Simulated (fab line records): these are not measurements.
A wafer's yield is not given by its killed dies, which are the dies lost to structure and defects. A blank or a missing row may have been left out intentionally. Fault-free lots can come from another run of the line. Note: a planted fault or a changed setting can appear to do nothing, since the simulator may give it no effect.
fab line records	flow n5_finfet
record: lots: 6	wafers: 14	last_day: 17
route steps=1938 shown BEOL_M10@1524 BEOL_M11@1536 PASSIVATION@1936
lots with no fault: from the same line, run without faults
start_h: start of the lot's first displayed wafer, in hours after the record's first day	wait_h: hours from the lot's prior step to this one	" unchanged from the row above	L1.1+2: a single row standing in for several wafers	- no value, or no start was given	* or withheld: withheld	< > ~ a bound
route shown NAME@n: a module of which the file shows steps, and the number in the route of the first	usual: mean and standard deviation over wafers with no fault	same: alike in all rows	chamber/n: place in a boat	sites: per-site readings	_std_site: standard deviation across them	_edge_site: outer sites' mean less inner sites'	radius_mm: how far each site lies from the wafer's centre	mask NAME#n: copy n	behind: the most recent tool/chamber to have shaped the wafer	hold: the reason the lot was held/the length of the hold in hours/how it ended	device: whichever transistor did not switch (one of n, p or np)	end of line: the route-end tests of the same wafers	a step with no rows: only its recipe	killed: not the wafer's yield, but the dies lost to structure and defects at the first sort	map: shows each die of a wafer: x if killed, . if not, _ if none is there
set.NAME: the setting as run; set.NAME@STEP: as run at that earlier step	model.NAME: the simulator's own value behind a step, which no gauge read
lots at some steps of the route; a table a step, a row a wafer
services: when a tool's chamber went out of use (start_h, in hours from the record's first day, below 0 if earlier), for how many hours, and the reason
== steps ==
step: N5_BEOL_M10_ALD_74
recipe: material: TaN	target_thk_a: 20	temp_c: 275	ald_precursor_family: PDMAT	ald_co_reactant: NH3	pressure_torr: 3	carrier_flow_sccm: 1500	pulse_time_s: 2	purge_time_s: 3	co_reactant_purge_time_s: 2	co_reactant_pulse_time_s: 3	ald_cycles: 40	precursor_vessel_temp_c: 75	precursor_vessel_pressure_torr: 26.25	precursor_vessel_carrier_sccm: 1000
step: N5_BEOL_M10_SURFACE_TREAT_76
recipe: gas: Ar	time_s: *	ion_energy_ev: *	ion_current_ma_cm2: 0.5	pressure_mtorr: *	ar_flow_sccm: 30
step: N5_BEOL_M10_CVD_75
recipe: material: Co	target_thk_a: 20	temp_c: withheld	precursor: CCTBA/H2	pressure_torr: 30	time_s: 138.9
step: N5_BEOL_M10_SPUTTER_48
recipe: material: Cu	target_thk_a: 120	temp_c: -20	bias_v: 60	power_w: 26000	chamber_pressure_pa: 0.13	time_s: 2
usual: throttle_valve_pct: 29.7/0.92
lot.wafer	tool	chamber	start_h	wait_h	throttle_valve_pct
L807.4	pvd_sputter-01	-	245.26	0.0	28.1
L807.5	"	-	"	"	29.5
L807.6	"	-	"	"	30.2
L812.2	pvd_sputter-03	-	255.74	0.1	31.6
L812.3	"	-	"	"	29.4
L812.4	"	-	"	"	29.2
L819.1	pvd_sputter-01	-	319.28	2.9	30.2
L821.3	pvd_sputter-03	-	322.65	0.3	31.6
L823.2	pvd_sputter-01	-	338.93	1.4	30.1
L823.3	"	-	"	"	28.0
L823.6	"	-	"	"	29.7
L825.1	pvd_sputter-01	-	347.15	0.2	28.1
L825.2	"	-	"	"	29.3
L825.4	"	-	"	"	29.9
step: N5_BEOL_M10_ECD_50
recipe: material: Cu	target_thk_a: 3180
step: N5_BEOL_M10_ANNEAL_51
recipe: temp_c: 225	time_s: 90	ambient: N2
step: N5_BEOL_M10_CMP_52
recipe: stop_on: SiCOH_lowk	t_overpolish_s: 7	down_force_psi: 1	platen_rpm: 50	clearing_platen_down_force_psi: 1.5	clearing_platen_rpm: 50	post_cmp_clean: cu_alkaline	target_thk_nm: 140	clearing_platen_pad_velocity_m_s: 0.99484	pad_velocity_m_s: 0.99484
usual: barrier_field_endpoint_s: 28.8/0.82	motor_current_A: 6.2/0.67	overpolish_run_s: 7.000/0.0089	time_to_endpoint_s: 66/3.8
lot.wafer	tool	chamber	start_h	wait_h	barrier_field_endpoint_s	motor_current_A	overpolish_run_s	time_to_endpoint_s
L807.4	cmp-01	3	245.84	0.2	27.5	6.2	7.014	60
L807.5	"	2	"	"	27.8	6.0	6.993	63
L807.6	"	3	"	"	27.6	6.2	7.016	60
L812.2	cmp-02	2	256.26	0.2	29.1	5.9	6.999	66
L812.3	"	3	"	"	29.8	6.5	6.984	71
L812.4	"	1	"	"	29.7	6.3	6.996	69
L819.1	cmp-04	3	319.99	0.3	29.1	5.5	6.994	67
L821.3	cmp-02	1	323.34	0.2	28.5	6.3	6.997	63
L823.2	cmp-02	1	339.61	0.2	27.7	6.5	6.986	63
L823.3	"	3	"	"	28.6	6.6	7.013	68
L823.6	"	0	"	"	29.0	7.0	6.982	63
L825.1	cmp-04	3	349.27	0.5	29.5	5.5	6.994	73
L825.4	"	0	"	"	29.1	5.8	7.005	68
L825.2	"	1	"	"	29.8	7.6	6.989	69
step: N5_BEOL_M10_THK_MEAS_53
recipe: thk_meas_gauge: xrf	reads: Cu_of_BEOL_M10_ECD_50
usual: M10_THK: 137.8/3
lot.wafer	tool	chamber	start_h	wait_h	M10_THK[nm]
L807.4	film_metro-02	-	246.10	-	138.8
L807.5	"	-	"	"	133.7
L807.6	"	-	"	"	132.7
L812.2	film_metro-02	-	256.56	-	141.3
L812.3	"	-	"	"	141.8
L812.4	"	-	"	"	139.1
L819.1	film_metro-02	-	320.29	-	140.1
L821.3	film_metro-01	-	323.56	-	138.5
L823.2	film_metro-01	-	339.87	-	136.2
L823.3	"	-	"	"	142.1
L823.6	"	-	"	"	136.7
L825.1	film_metro-01	-	349.53	-	141.4
L825.2	"	-	"	"	137.5
L825.4	"	-	"	"	139.7
step: N5_BEOL_M10_PRE_CLEAN_55
recipe: gas: NH3	time_s: 15	temp_c: withheld	rf_power_w: 300
step: N5_BEOL_M10_DEP_56
recipe: material: SiCN	target_thk_a: 150	temp_c: withheld	precursor: 3MS/NH3	pressure_torr: 3	rf_w: 202	time_s: 26.5
step: N5_BEOL_M10_RS_MEAS_57
recipe: thk_meas_gauge: four-point-probe	reads: Cu_of_BEOL_M10_ECD_50+Co_of_BEOL_M10_CVD_75+TaN_of_BEOL_M10_ALD_74
usual: M10_RS: 0.152/0.0037
lot.wafer	tool	chamber	start_h	wait_h	M10_RS[ohm/sq]
L807.4	film_metro-02	-	246.23	0.0	0.151
L807.5	"	-	"	"	0.158
L807.6	"	-	"	"	0.158
L812.2	film_metro-02	-	256.69	0.1	0.148
L812.3	"	-	"	"	0.147
L812.4	"	-	"	"	0.150
L819.1	film_metro-01	-	320.42	0.1	0.149
L821.3	film_metro-01	-	323.71	0.1	0.154
L823.2	film_metro-02	-	340.00	0.1	0.155
L823.3	"	-	"	"	0.149
L823.6	"	-	"	"	0.154
L825.1	film_metro-01	-	349.68	0.1	0.151
L825.2	"	-	"	"	0.155
L825.4	"	-	"	"	0.152
step: N5_BEOL_M10_INSPECT_58
recipe: inspect_instrument: darkfield	mode: post_dep
usual: raw_defect_count: 73/20
lot.wafer	tool	chamber	start_h	wait_h	raw_defect_count
L807.4	defect_inspect-02	-	246.26	0.0	62
L807.5	"	-	"	"	36
L807.6	"	-	"	"	66
L812.2	defect_inspect-01	-	256.72	0.0	68
L812.3	"	-	"	"	93
L812.4	"	-	"	"	114
L819.1	defect_inspect-01	-	320.45	0.0	54
L821.3	defect_inspect-02	-	323.73	0.0	61
L823.2	defect_inspect-02	-	340.03	0.0	76
L823.3	"	-	"	"	43
L823.6	"	-	"	"	43
L825.1	defect_inspect-01	-	349.70	0.0	48
L825.2	"	-	"	"	56
L825.4	"	-	"	"	71
step: N5_BEOL_M11_ILD_DEP_00
recipe: material: SiCOH_lowk	target_thk_a: 3085.1	temp_c: 300	precursor: DEMS/porogen	pressure_torr: 5	rf_w: 500	time_s: 58
usual: heater_power_w: 304/45	rf_fwd_power_W: 496.7/1.7	showerhead_plenum_p_Torr: 5.738/0.014	susceptor_temp_C: 300.00/0.19	throttle_valve_pct: 13.7/0.43
lot.wafer	tool	chamber	start_h	wait_h	heater_power_w	rf_fwd_power_W	showerhead_plenum_p_Torr	susceptor_temp_C	throttle_valve_pct	model.SiCOH_lowk_of_BEOL_M11_ILD_DEP_00.thk_nm
L807.4	pecvd-01	2	246.32	0.1	248	495.7	5.748	300.22	13.8	312
L807.5	"	0	"	"	223	496.0	5.730	300.29	13.6	313
L807.6	"	1	"	"	352	497.3	5.720	299.71	14.2	311.6
L812.2	pecvd-02	1	256.76	0.0	292	497.3	5.735	300.15	14.3	309.4
L812.3	"	2	"	"	272	499.4	5.741	300.09	13.3	304.2
L812.4	"	2	"	"	276	496.8	5.724	299.90	13.4	311.4
L819.1	pecvd-01	0	320.49	0.0	223	499.8	5.728	307.62	13.6	296.8
L821.3	pecvd-01	0	323.77	0.0	276	494.9	5.741	307.19	13.6	289.2
L823.2	pecvd-02	1	340.07	0.0	316	494.3	5.737	299.89	14.3	300.8
L823.3	"	0	"	"	357	498.5	5.737	300.36	13.3	309.6
L823.6	"	2	"	"	299	499.3	5.732	299.66	13.4	308.8
L825.1	pecvd-04	1	349.74	0.0	290	495.2	5.760	300.19	13.7	307.2
L825.2	"	2	"	"	365	496.2	5.737	300.02	13.6	301.6
L825.4	"	2	"	"	376	497.0	5.753	299.80	13.4	309.6
step: N5_BEOL_M11_CURE_71
recipe: temp_c: 385	time_s: 240	ambient: He/Ar	material: SiCOH_lowk
usual: lamp_power_pct: 52.32/0.056	wafer_temp_C_max: 386.8/0.51
lot.wafer	tool	chamber	start_h	wait_h	lamp_power_pct	wafer_temp_C_max
L807.4	uv_cure-03	1	246.72	0.4	52.27	386.4
L807.5	"	1	"	"	52.35	386.4
L807.6	"	1	"	"	52.31	387.1
L812.2	uv_cure-03	0	256.91	0.1	52.29	386.4
L812.3	"	0	"	"	52.37	385.8
L812.4	"	0	"	"	52.42	386.2
L819.1	uv_cure-02	2	320.67	0.2	52.28	387.2
L821.3	uv_cure-01	0	324.01	0.2	52.44	387.5
L823.2	uv_cure-03	1	340.22	0.1	52.33	386.4
L823.3	"	1	"	"	52.37	387.0
L823.6	"	1	"	"	52.38	385.8
L825.1	uv_cure-03	2	349.82	0.0	52.29	386.4
L825.2	"	2	"	"	52.35	386.7
L825.4	"	2	"	"	52.33	386.9
step: N5_BEOL_M11_THK_MEAS_01
recipe: reads: SiCOH_lowk_of_BEOL_M11_ILD_DEP_00
usual: M11_ILD_THK: 267/3.8
lot.wafer	tool	chamber	start_h	wait_h	M11_ILD_THK[nm]
L807.4	film_metro-01	-	247.00	0.2	271
L807.5	"	-	"	"	272
L807.6	"	-	"	"	271
L812.2	film_metro-02	-	257.35	0.4	269
L812.3	"	-	"	"	264
L812.4	"	-	"	"	271
L819.1	film_metro-01	-	321.18	0.4	258
L821.3	film_metro-02	-	324.36	0.3	251
L823.2	film_metro-02	-	340.66	0.4	261
L823.3	"	-	"	"	269
L823.6	"	-	"	"	268
L825.1	film_metro-01	-	350.33	0.4	267
L825.2	"	-	"	"	262
L825.4	"	-	"	"	269
step: N5_BEOL_M11_PECVD_70
recipe: material: SiO2	target_thk_a: 200	temp_c: 400	precursor: TEOS/O2	pressure_torr: 5.5	rf_w: 450	teos_flow_sccm: 53.8	gas: O2	flow_sccm: 3000	time_s: 22.7
step: N5_BEOL_M11_HM_DEP_02
recipe: material: TiN	target_thk_a: 200	temp_c: 25	chamber_pressure_pa: 0.49996
step: N5_BEOL_M11_COAT_59
recipe: resist: SOC	temp_c: 250	time_s: 60	spin_rpm: 1500	resist_thk_nm: 100
step: N5_BEOL_M11_COAT_60
recipe: resist: SiARC	temp_c: 220	time_s: 60	spin_rpm: 1500	resist_thk_nm: 30
step: N5_BEOL_M11_COAT_05
recipe: resist: CAR-ArF	spin_rpm: 1500	resist_thk_nm: 90
step: N5_BEOL_M11_EBR_07
recipe: solvent: PGMEA	ebr_width_mm: 1.5
step: N5_BEOL_M11_SOFTBAKE_06
recipe: temp_c: 110	time_s: 60	resist: CAR-ArF
step: N5_BEOL_M11_EXPOSE_08
recipe: mask_id: M11	na: 1.35	source_shape: dipole	sigma_inner: 0.411	sigma_outer: 0.611	polarization: te	dose_mj: 53.75
step: N5_BEOL_M11_PEB_09
recipe: peb_temp_c: withheld	peb_time_s: 60	resist: CAR-ArF
step: N5_BEOL_M11_DEVELOP_10
recipe: develop_time_s: 30	developer: TMAH	resist: CAR-ArF	rinse_liquid: diw	dry: air_spin	dev_temp_c: 23
step: N5_BEOL_M11_CD_MEAS_11
recipe: target_cd_nm: 64.1	landing_energy_ev: 500	detector: se_inlens	polarity: opening
usual: cd_nm: 64.2/0.7
same: landing_energy_ev: 500
lot.wafer	tool	chamber	start_h	wait_h	cd_nm
L807.4	cd_sem-01	0	248.55	-	64.7
L807.5	"	0	"	"	65.5
L807.6	"	0	"	"	65.1
L812.2	cd_sem-03	0	258.75	-	63.6
L812.3	"	0	"	"	64.0
L812.4	"	0	"	"	63.1
L819.1	cd_sem-03	0	322.23	-	64.7
L821.3	cd_sem-01	0	327.11	-	64.2
L823.2	cd_sem-03	0	342.89	-	63.2
L823.3	"	0	"	"	63.6
L823.6	"	0	"	"	63.6
L825.1	cd_sem-01	0	352.29	-	64.3
L825.2	"	0	"	"	65.4
L825.4	"	0	"	"	66.1
step: N5_BEOL_M11_OVL_MEAS_12
recipe: points_per_wafer: 44
usual: M11_OVL: -0.1/0.87
lot.wafer	tool	chamber	start_h	wait_h	M11_OVL[nm]
L807.4	overlay-01	0	248.58	0.0	0.9
L807.5	"	0	"	"	0.7
L807.6	"	0	"	"	-0.3
L812.2	overlay-01	0	258.78	0.0	-0.7
L812.3	"	0	"	"	-0.5
L812.4	"	0	"	"	0.5
L819.1	overlay-02	0	322.27	0.0	-0.6
L821.3	overlay-02	0	327.14	0.0	0.1
L823.2	overlay-02	0	342.92	0.0	1.3
L823.3	"	0	"	"	1.5
L823.6	"	0	"	"	0.4
L825.1	overlay-01	0	352.32	0.0	-1.8
L825.2	"	0	"	"	-1.0
L825.4	"	0	"	"	-1.1
step: N5_BEOL_M11_INSPECT_13
recipe: mode: adi	inspect_instrument: brightfield
usual: raw_defect_count: 441/87
lot.wafer	tool	chamber	start_h	wait_h	raw_defect_count
L807.4	defect_inspect-01	-	248.61	0.0	461
L807.5	"	-	"	"	325
L807.6	"	-	"	"	495
L812.2	defect_inspect-01	-	258.81	0.0	500
L812.3	"	-	"	"	511
L812.4	"	-	"	"	436
L819.1	defect_inspect-02	-	322.29	0.0	399
L821.3	defect_inspect-01	-	327.16	0.0	436
L823.2	defect_inspect-02	-	342.94	0.0	341
L823.3	"	-	"	"	402
L823.6	"	-	"	"	320
L825.1	defect_inspect-02	-	352.34	0.0	366
L825.2	"	-	"	"	272
L825.4	"	-	"	"	364
step: N5_BEOL_M11_DESCUM_16
recipe: chemistry: O2	time_s: 7.9	source_power_w: 50	bias_power_w: 20	pressure_mtorr: 20	rf_frequency_hz: 2.712e+07	temp_c: 40	resist: CAR-ArF	o2_flow_sccm: 225
step: N5_BEOL_M11_ETCH_61
recipe: chemistry: CF4	target: SiARC	target_depth_a: 390	mask_material: CAR-ArF	time_s: 65	ion_energy_ev: 80	pressure_mtorr: 40	source_w: 545	bias_w: 36	Ar_flow_sccm: 100	cf4_flow_sccm: 100	ends: cleared
step: N5_BEOL_M11_ETCH_62
recipe: chemistry: N2/H2	target: SOC	target_depth_a: 1100	overetch_a: 220	mask_material: SiARC	temp_c: 40	time_s: 165	ion_energy_ev: 200	pressure_mtorr: 30	source_w: 840	bias_w: 150	n2_flow_sccm: 200	h2_flow_sccm: 200
usual: drypump_motor_current_A: 5.9/0.49	oes_product_au: 0.66/0.07	rf_fwd_power_W: 837.3/2.4	rf_vpp_V: 524.9/2	showerhead_plenum_p_Torr: 2.58/0.068	throttle_valve_pct: 17.79/0.22
lot.wafer	tool	chamber	start_h	wait_h	drypump_motor_current_A	oes_product_au	rf_fwd_power_W	rf_hours_counter_h	rf_vpp_V	showerhead_plenum_p_Torr	throttle_valve_pct
L807.4	rie_diel-03	0	248.97	0.0	6.8	0.63	836.5	140	522.8	2.55	18.04
L807.5	"	3	"	"	5.9	0.60	838.9	-	525.7	2.63	18.07
L807.6	"	0	"	"	6.7	0.64	835.7	-	524.0	2.55	18.03
L812.2	rie_diel-01	3	258.93	0.0	6.3	0.60	839.9	211	524.5	2.51	17.84
L812.3	"	0	"	"	5.8	0.74	839.2	44	524.8	2.57	17.75
L812.4	"	2	"	"	5.7	0.60	829.7	220	527.1	2.63	17.64
L819.1	rie_diel-02	3	322.41	0.0	5.6	0.74	834.9	53	527.7	2.70	17.52
L821.3	rie_diel-01	0	327.39	0.1	5.8	0.70	833.4	-	525.7	2.56	17.80
L823.2	rie_diel-03	2	343.06	0.0	4.9	0.70	836.5	63	523.0	2.47	17.59
L823.3	"	0	"	"	6.8	0.62	835.5	169	522.9	2.54	18.10
L823.6	"	0	"	"	6.8	0.62	841.1	-	524.4	2.54	18.09
L825.1	rie_diel-02	1	352.63	0.1	5.8	0.59	836.3	218	524.6	2.51	17.69
L825.2	"	1	"	"	5.7	0.60	835.0	-	522.9	2.51	17.68
L825.4	"	1	"	"	5.7	0.59	837.7	-	523.3	2.51	17.67
step: N5_BEOL_M11_STRIP_68
recipe: chemistry: N2/H2	temp_c: 40	n2_flow_sccm: 200	h2_flow_sccm: 200	rf_frequency_hz: 6e+07
step: N5_BEOL_M11_STRIP_67
recipe: chemistry: CF4	resist: SiARC	power_w: 300	bias_power_w: 75	pressure_mtorr: 50	cf4_flow_sccm: 150	rf_frequency_hz: 6e+07
usual: drypump_motor_current_A: 5.9/0.49	oes_product_au: 0.77/0.083	rf_vpp_V: 271.6/1.2	showerhead_plenum_p_Torr: 1.82/0.047	throttle_valve_pct: 13.58/0.22
lot.wafer	tool	chamber	start_h	wait_h	drypump_motor_current_A	oes_product_au	rf_hours_counter_h	rf_vpp_V	showerhead_plenum_p_Torr	throttle_valve_pct
L807.4	rie_diel-03	0	249.11	0.0	6.7	0.75	140	271.3	1.81	13.63
L807.5	"	3	"	"	5.9	0.71	-	271.8	1.84	13.80
L807.6	"	0	"	"	6.7	0.75	-	271.3	1.81	13.63
L812.2	rie_diel-01	3	259.07	0.0	6.3	0.72	211	271.1	1.80	13.78
L812.3	"	0	"	"	5.8	0.86	44	271.2	1.83	13.59
L812.4	"	2	"	"	5.7	0.72	220	272.1	1.83	13.39
L819.1	rie_diel-02	3	322.55	0.0	5.6	0.87	53	271.8	1.89	13.26
L821.3	rie_diel-01	0	327.55	0.0	5.8	0.84	-	271.8	1.83	13.66
L823.2	rie_diel-03	2	343.21	0.0	4.9	0.81	63	269.2	1.76	13.44
L823.3	"	0	"	"	6.7	0.73	169	270.5	1.80	13.70
L823.6	"	0	"	"	6.8	0.73	-	272.6	1.80	13.72
L825.1	rie_diel-02	1	353.07	0.0	5.8	0.71	218	271.1	1.76	13.45
L825.2	"	1	"	"	5.8	0.71	-	270.7	1.76	13.47
L825.4	"	1	"	"	5.8	0.71	-	271.8	1.76	13.48
step: N5_BEOL_M11_HM_OPEN_17
recipe: chemistry: Cl2/BCl3	target_depth_a: 200	overetch_a: 60	target: TiN	mask_material: SOC	ion_energy_ev: 150	pressure_mtorr: 10	icp_w: 1000	bias_w: 126	Cl2_flow_sccm: 53.25	bcl3_flow_sccm: 21.75	Ar_flow_sccm: 25
step: N5_BEOL_M11_STRIP_19
recipe: chemistry: O2	power_w: 400	temp_c: 40	pressure_mtorr: 30	rf_frequency_hz: 6e+07	bias_power_w: 0	overash_fraction: 0.2	o2_flow_sccm: 225
step: N5_BEOL_M11_CD_MEAS_18
recipe: pitch_nm: 140	target_cd_nm: 70
usual: cd_nm: 70.1/0.78
lot.wafer	tool	chamber	start_h	wait_h	cd_nm
L807.4	cd_sem-03	-	249.34	0.1	71.0
L807.5	"	-	"	"	71.2
L807.6	"	-	"	"	71.6
L812.2	cd_sem-02	-	259.37	0.1	69.7
L812.3	"	-	"	"	70.1
L812.4	"	-	"	"	69.1
L819.1	cd_sem-03	-	322.78	0.0	70.8
L821.3	cd_sem-01	-	327.79	0.1	69.9
L823.2	cd_sem-01	-	343.52	0.1	69.7
L823.3	"	-	"	"	69.2
L823.6	"	-	"	"	69.3
L825.1	cd_sem-02	-	353.42	0.0	70.5
L825.2	"	-	"	"	71.3
L825.4	"	-	"	"	71.4
step: N5_BEOL_M11_COAT_63
recipe: resist: SOC	temp_c: 250	time_s: 60	spin_rpm: 1500	resist_thk_nm: 100
step: N5_BEOL_M11_COAT_64
recipe: resist: SiARC	temp_c: 220	time_s: 60	spin_rpm: 1500	resist_thk_nm: 30
step: N5_BEOL_M11_COAT_22
recipe: resist: CAR-ArF	spin_rpm: 1500	resist_thk_nm: 90
step: N5_BEOL_M11_EBR_24
recipe: solvent: PGMEA	ebr_width_mm: 1.5
step: N5_BEOL_M11_SOFTBAKE_23
recipe: temp_c: 110	time_s: 60	resist: CAR-ArF
step: N5_BEOL_M11_EXPOSE_25
recipe: mask_id: V10	na: 1.35	source_shape: annular	sigma_inner: 0.5	sigma_outer: 0.8	polarization: unpolarized	dose_mj: 85.5
step: N5_BEOL_M11_CMP_52
recipe: stop_on: SiCOH_lowk	t_overpolish_s: 7	down_force_psi: 1	platen_rpm: 50	clearing_platen_down_force_psi: 1.5	clearing_platen_rpm: 50	post_cmp_clean: cu_alkaline	target_thk_nm: 140	clearing_platen_pad_velocity_m_s: 0.99484	pad_velocity_m_s: 0.99484
usual: barrier_field_endpoint_s: 28.7/0.94	motor_current_A: 6.2/0.67	overpolish_run_s: 7.000/0.0094	time_to_endpoint_s: 66/3.4
lot.wafer	tool	chamber	start_h	wait_h	barrier_field_endpoint_s	motor_current_A	overpolish_run_s	time_to_endpoint_s	model.SiCOH_lowk_of_BEOL_M11_ILD_DEP_00.thk_nm
L807.4	cmp-02	0	253.85	0.2	29.7	6.9	6.999	72	268.2
L807.5	"	1	"	"	28.8	6.3	6.998	68	269
L807.6	"	2	"	"	28.4	5.8	6.998	66	267.6
L812.3	cmp-01	0	263.49	0.2	28.1	5.5	6.999	68	261.2
L812.4	"	2	"	"	29.3	5.9	6.979	66	267.6
L812.2	"	3	"	"	28.7	6.4	6.994	63	265.8
L819.1	cmp-01	3	326.90	0.3	28.2	6.2	6.995	64	254.6
L821.3	cmp-02	0	331.24	0.2	27.8	6.8	6.997	64	248
L823.2	cmp-03	0	348.93	0.3	28.2	7.1	7.014	70	258.2
L823.3	"	1	"	"	28.0	6.2	6.984	64	266
L823.6	"	2	"	"	28.9	5.2	6.999	66	265.2
L825.2	cmp-01	1	363.76	0.4	27.4	5.1	7.010	64	259
L825.1	"	3	"	"	26.9	5.9	7.006	60	263.8
L825.4	"	0	"	"	27.8	5.0	6.999	64	266
step: N5_PASSIVATION_PROBE_49
usual: defect_limited_yield: 91.3/1.5	killed_at_M0_to_M3: 35/10	killed_at_M4_up: 12/4.6	killed_at_contacts: 13/6.6	killed_at_front_end: 39/11	killed_at_other: 4/3.4	killed_dies: 103/17	killed_open: 67/13	killed_short: 35/8.2	sort_bin_5_function: 5.1/0.94	sort_bin_6_memory: 3.2/0.7	sort_n_pass: 1077/17	sort_yield_pct: 91.3/1.5
same: gross_dies: 1180	killed_at_back_side: 0	sort_bin_4_leakage[%]: 0	sort_bin_8_speed[%]: 0
lot.wafer	tool	chamber	start_h	wait_h	defect_limited_yield[%]	killed_at_M0_to_M3	killed_at_M4_up	killed_at_contacts	killed_at_front_end	killed_at_other	killed_dies	killed_open	killed_short	sort_bin_5_function[%]	sort_bin_6_memory[%]	sort_n_pass	sort_yield_pct[%]
L807.4	prober-02	-	300.43	0.2	92.1	43	8	5	36	1	93	59	34	4.7	2.8	1087	92.1
L807.5	prober-02	-	300.48	0.2	89.8	45	9	21	44	1	120	88	31	6.4	3.5	1060	89.8
L807.6	prober-02	-	300.53	0.3	91.7	36	15	16	28	3	98	66	30	4.7	3.5	1082	91.7
L823.2	prober-02	-	393.80	0.1	89.6	56	7	10	49	1	123	79	36	6.4	3.2	1057	89.6
L823.3	prober-02	-	393.85	0.1	90.3	57	13	9	35	1	115	74	36	6.3	2.9	1065	90.3
L823.6	prober-02	-	394.00	0.3	90.0	39	17	9	51	2	118	75	33	6.5	2.5	1062	90.0
L825.1	prober-02	-	397.35	0.0	90.9	25	16	19	41	6	107	78	29	5.3	3.5	1073	90.9
L825.2	prober-02	-	397.40	0.1	91.3	37	11	13	39	3	103	57	43	5.3	3.1	1077	91.3
L825.4	prober-02	-	397.50	0.2	90.3	35	16	11	43	10	115	63	50	5.6	3.7	1065	90.3
killed by level:class
L807.4 FIN_SAQP:geometric_particle:open=13 BEOL_M3:geometric_particle:open=10 BEOL_M1:geometric_particle:open=9 GATE_CUT:geometric_particle:short=6 BEOL_M0_SAQP:geometric_particle:short=6 BEOL_M1:geometric_particle:short=5 BEOL_M2:geometric_particle:open=5 BEOL_M3:geometric_particle:short=5
L807.5 MOL_CONTACT_COAG:geometric_particle:open=18 BEOL_M1:geometric_particle:open=15 FIN_SAQP:geometric_particle:open=13 STI_FIN_REVEAL:geometric_particle:open=12 BEOL_M2:geometric_particle:open=8 GATE_CUT:geometric_particle:open=5 BEOL_M0_SAQP:geometric_particle:short=5 BEOL_M3:geometric_particle:open=5
L807.6 MOL_CONTACT_COAG:geometric_particle:open=13 BEOL_M0_SAQP:geometric_particle:open=9 BEOL_M2:geometric_particle:open=8 BEOL_M0_SAQP:geometric_particle:short=7 FIN_SAQP:geometric_particle:short=6 FIN_SAQP:geometric_particle:open=4 STI_FIN_REVEAL:geometric_particle:open=4 STARTING-WAFER:geometric_particle:open=4
L823.2 BEOL_M0_SAQP:geometric_particle:open=12 BEOL_M2:geometric_particle:open=12 MOL_CONTACT_COAG:geometric_particle:open=9 BEOL_M0_SAQP:geometric_particle:short=9 FIN_SAQP:geometric_particle:short=7 BEOL_M1:geometric_particle:open=7 BEOL_M3:geometric_particle:open=7 HKMG_FIN:area_etch=7
L823.3 BEOL_M3:geometric_particle:open=19 BEOL_M0_SAQP:geometric_particle:open=14 BEOL_M0_SAQP:geometric_particle:short=8 FIN_SAQP:geometric_particle:short=6 MOL_CONTACT_COAG:geometric_particle:open=6 FIN_SAQP:geometric_particle:open=5 DUMMY_GATE:geometric_particle:open=5 GATE_CUT:geometric_particle:short=5
L823.6 BEOL_M2:geometric_particle:open=9 MOL_CONTACT_COAG:geometric_particle:open=9 HKMG_FIN:area_etch=9 BEOL_M0_SAQP:geometric_particle:open=7 STARTING-WAFER:geometric_particle:open=7 FIN_SAQP:geometric_particle:short=6 BEOL_M0_SAQP:geometric_particle:short=6 BEOL_M1:geometric_particle:open=6
L825.1 MOL_CONTACT_COAG:geometric_particle:open=16 FIN_SAQP:geometric_particle:open=10 STI_FIN_REVEAL:geometric_particle:open=8 DUMMY_GATE:geometric_particle:open=5 GATE_CUT:geometric_particle:short=5 BEOL_M2:geometric_particle:open=5 BEOL_M5:geometric_particle:open=5 BEOL_M0_SAQP:geometric_particle:short=4
L825.2 BEOL_M0_SAQP:geometric_particle:open=10 MOL_CONTACT_COAG:geometric_particle:open=9 BEOL_M0_SAQP:geometric_particle:short=9 GATE_CUT:geometric_particle:short=7 BEOL_M2:geometric_particle:open=6 GATE_CUT:geometric_particle:open=5 FIN_SAQP:geometric_particle:short=4 DUMMY_GATE:geometric_particle:short=4
L825.4 GATE_CUT:geometric_particle:short=16 BEOL_M0_SAQP:geometric_particle:short=10 MOL_CONTACT_COAG:geometric_particle:open=9 BEOL_M2:geometric_particle:open=7 PASS1_CAP:geometric_particle:open=7 STI_FIN_REVEAL:geometric_particle:open=6 STARTING-WAFER:geometric_particle:short=6 BEOL_M4:geometric_particle:open=5
== services ==
tool	chamber	start_h	hours	kind
cmp-02	-	224.03	4.0	pm
cmp-03	-	224.29	4.0	pm
cmp-04	-	233.49	3.8	repair
cmp-02	-	235.30	2.8	repair
rie_diel-03	-	236.51	0.3	repair
rie_diel-02	2	244.08	21.0	repair
pecvd-01	-	246.76	2.8	pm
rie_diel-03	0	253.64	2.0	repair
rie_diel-02	0	254.95	14.4	repair
pecvd-01	0	274.91	19.8	repair
rie_diel-02	3	282.57	1.5	repair
rie_diel-03	3	285.32	6.0	repair
cmp-02	-	286.37	0.2	repair
rie_diel-01	-	290.73	2.8	pm
rie_diel-01	2	293.58	40.7	repair
uv_cure-03	-	296.03	1.0	repair
cmp-04	-	299.99	1.2	repair
pecvd-02	-	316.90	14.6	pm
rie_diel-02	2	324.02	3.9	repair
rie_diel-01	1	326.23	2.7	repair
uv_cure-03	-	331.00	0.5	repair
pecvd-01	-	339.16	6.0	pm
pvd_sputter-03	-	341.29	2.4	repair
pvd_sputter-03	-	345.62	20.9	repair
== key ==
first_sign: step: N5_BEOL_M11_ILD_DEP_00	reading: susceptor_temp_C	direction: up	sigmas: 39	usual: *	struck: *
effect: step: N5_BEOL_M11_THK_MEAS_01	reading: M11_ILD_THK	direction: down	sigmas: 3.5	usual: 267	struck: 254
model_effect: step: N5_BEOL_M11_ILD_DEP_00	value: SiCOH_lowk_of_BEOL_M11_ILD_DEP_00.thk_nm	without: 305.1	struck: 293
model_effect: step: N5_BEOL_M11_CMP_52	value: SiCOH_lowk_of_BEOL_M11_ILD_DEP_00.thk_nm	without: 262	struck: 251.3
met_at N5_BEOL_M11_ILD_DEP_00
struck_wafers L819.1,L821.3
rows_end L819.1,L821.3
onset_between 246.32 320.49
fault: kind: process_parameter_drift	tool: pecvd-01	chamber: 0	onset_h: 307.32	steps: N5_BEOL_M11_ILD_DEP_00	channel: temp_c	offset: *	shape: step	acts_in: *	stated: *
rows_end: these wafers met a further fault down the route, and their rows from its step on are left out
